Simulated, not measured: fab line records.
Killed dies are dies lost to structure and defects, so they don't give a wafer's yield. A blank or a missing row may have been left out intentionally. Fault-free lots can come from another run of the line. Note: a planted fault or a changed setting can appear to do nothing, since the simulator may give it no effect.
A struck lot beside a sound one | flow n5Finfet | 35 out of 1938 route steps
Sound: the wafers L899.1, L899.2, L899.3. Wafers L886.1, L886.4, L886.6 were the ones struck. The cause is named last.
At each step with rows: each side's tool, then ch and its chambers, then its first start. Under that, the readings that differ: sound wafers | struck wafers | difference of the means | sigmas: that difference in standard deviations of wafers without a fault.
alike: a reading whose means differ by less than 2 such deviations, as well as words and numbers matching on both sides. not compared: withheld readings; readings where some wafer has no value; bounds like >300 that might hide an equal value; numbers whose values overlap and for which the record gives no deviation.
The two part at a step that has a row with sigmas, a row that says differs or no value, or rows on one side only. Numbers that have no deviation but don't overlap get no sigmas and don't part them. A reading that every wafer of one side lacks parts them only if that side has two wafers or more.

first, 12 steps without rows for these wafers: N5_SD_EPI_P_ETCH_37 (etches SOC in N2/H2, overetch 108 nm, time 486 s); N5_SD_EPI_P_STRIP_38 (strips in N2/H2); N5_SD_EPI_P_ETCHBACK_46 (etches SiNx in CH3F/O2, stops on SiO2, target depth 17.5 nm); N5_SD_EPI_P_ETCH_47 (etches SiOCN in CH3F/O2, target depth 25 nm); N5_SD_EPI_P_ETCH_16 (etches SiO2 in CHF3/O2, target depth 5 nm); N5_SD_EPI_P_STRIP_50 (strips in CHF3/O2); N5_SD_EPI_P_SD_RECESS_17 (chemistry HBr/Cl2/O2, target depth 39.1 nm, bt time 3 s); N5_SD_EPI_P_WET_ETCH_45 (etches SiO2 in dHF, time 10.7 s, target depth 2 nm, rinse time 30 s); N5_SD_EPI_P_STRIP_40 (strips in N2/H2); N5_SD_EPI_P_PRECLEAN_52 (cleans in O3/DIW, time 60 s); N5_SD_EPI_P_SRD_20 (time 30 s); N5_SD_EPI_P_PRECLEAN_51 (cleans in NF3:NH3, afs cycles 1, time 20 s, sublimation time 60 s).
N5_SD_EPI_P_VAPOR_ETCH_44: etches SiGe30 in NF3/Ar, time 3.3 s.
  sound on epiRpcvd-01 ch 0, day 8 19:07; struck on epiRpcvd-04, day 5 08:41
  no value came back on the struck wafers for susceptorTempC (C), timeS (s); on the sound wafers susceptorTempC (C) reads 24.97 24.84 25.05
then, 20 steps without rows for these wafers: N5_SD_EPI_P_EPI_21 (deposits SiGe:B, time 355 s); N5_SD_EPI_P_HM_STRIP_48 (strips SiNx in H3PO4, material SiNx, target depth 3 nm); N5_SD_EPI_P_SRD_49 (time 30 s); N5_SD_EPI_P_PRECLEAN_24 (cleans in O3/DIW, time 45 s); N5_SD_EPI_P_PRECLEAN_32 (cleans in dHF, time 10 s); N5_SD_EPI_P_PRECLEAN_33 (cleans in SC2, time 45 s); N5_SD_EPI_P_SRD_25 (time 30 s); N5_SD_ACTIVATION_RTA_00 (time 0 s); N5_SD_ACTIVATION_LSA_01 (time 0.0008 s); N5_ILD0_LINER_00 (material SiNx, target thk 4 nm, pulse time 1 s, purge time 2 s); N5_ILD0_FCVD_FILL_01 (material SiO2 flowable, target thk 200 nm, time 328.3 s); N5_ILD0_CURE_02 (time 1800 s); N5_ILD0_CMP_03 (polishes, stops on SiNx, t overpolish 1.9 s, target thk 197.38 nm); N5_ILD0_CMP_07 (polishes SiO2 flowable, stops on poly-Si, t overpolish 1.18 s, target thk 138.88 nm); N5_ILD0_PRECLEAN_10 (cleans in NF3:NH3, afs cycles 5, time 20 s, sublimation time 60 s); N5_ILD0_ALD_15 (deposits SiNx, target thk 24 nm, pulse time 1 s, ald cycles 480); N5_ILD0_CMP_12 (polishes SiNx, stops on poly-Si, t overpolish 6 s, target thk 17.67 nm); N5_SDB_HM_DEP_00 (deposits SiNx from SiH4/NH3/N2, target thk 40 nm, time 35.3 s); N5_SDB_COAT_03 (time 60 s, resist thk 100 nm); N5_SDB_COAT_04 (time 60 s, resist thk 18 nm).
-- the record jumps here: 6 days lie between the struck wafers' starts before and after (it left off in module SDB and takes up again in module BEOL_M4, whose first step shown is number 1111 of the route) --
N5_BEOL_M4_RC_MEAS_101:
  sound on prober-01 ch 0, day 15 15:08; struck on prober-02 ch 0, day 11 14:39
reading            | sound              | struck               | difference | sigmas
CJ_P               | 5.74 5.88 5.77     | 4.59 4.07 4.62       | -1.37      | -9
DIBL_P (mV/V)      | 37.9 37.0 39.8     | 25.2 23.0 23.7       | -14.3      | -10
IOFF_P (nA/um)     | 0.231 0.200 0.257  | 0.035 0.029 0.031    | -0.198     | -7
IOFF_P_85C (nA/um) | 4.0 3.5 4.4        | 0.8 0.7 0.7          | -3.2       | -8
IOFF_P_LIN (nA/um) | 0.106 0.096 0.115  | 0.023 0.020 0.021    | -0.084     | -7
ION_P (uA/um)      | 467 457 471        | 298 290 297          | -170       | -27
REXT_P (ohm.um)    | 97.5 99.2 97.8     | 299.8 301.8 302.9    | +203.3     | +78
SS_P (mV/dec)      | 74.1 72.9 73.3     | 71.5 70.1 70.3       | -2.8       | -5
VT_P (mV)          | -249 -253 -248     | -288 -288 -288       | -38        | -12
VT_P_LVT (mV)      | -99.0 -100.8 -97.7 | -137.4 -139.9 -139.9 | -39.9      | -15
  alike: DIBL_N, IOFF_N, ION_N, SS_N, VT_N
-- record jumps: 4 days separate the struck wafers' starts on either side; left off in module BEOL_M4, taken up again in module PASSIVATION, whose first shown step is the route's number 1936 --
N5_PASSIVATION_PROBE_49:
  sound on prober-02, day 19 23:13; struck on prober-02, day 15 17:40
reading              | sound          | struck            | difference | sigmas
sort_bin_8_speed (%) | 0 0 0          | 94.83 92.88 92.97 | +93.56     | 
sortNPass            | 1075 1083 1085 | 0 0 0             | -1081      | -60
sortYieldPct (%)     | 91.1 91.8 91.9 | 0 0 0             | -92        | -57
  alike: defectLimitedYield, killed_at_M0_to_M3, killed_at_M4_up, killedAtContacts, killedAtFrontEnd, killedAtOther, killedDies, killedOpen, killedShort, sort_bin_5_function, sort_bin_6_memory

## WHERE THEY PART
At N5_SD_EPI_P_VAPOR_ETCH_44 first; at N5_PASSIVATION_PROBE_49 last (within this record only).

WHY: the cause the simulator had injected
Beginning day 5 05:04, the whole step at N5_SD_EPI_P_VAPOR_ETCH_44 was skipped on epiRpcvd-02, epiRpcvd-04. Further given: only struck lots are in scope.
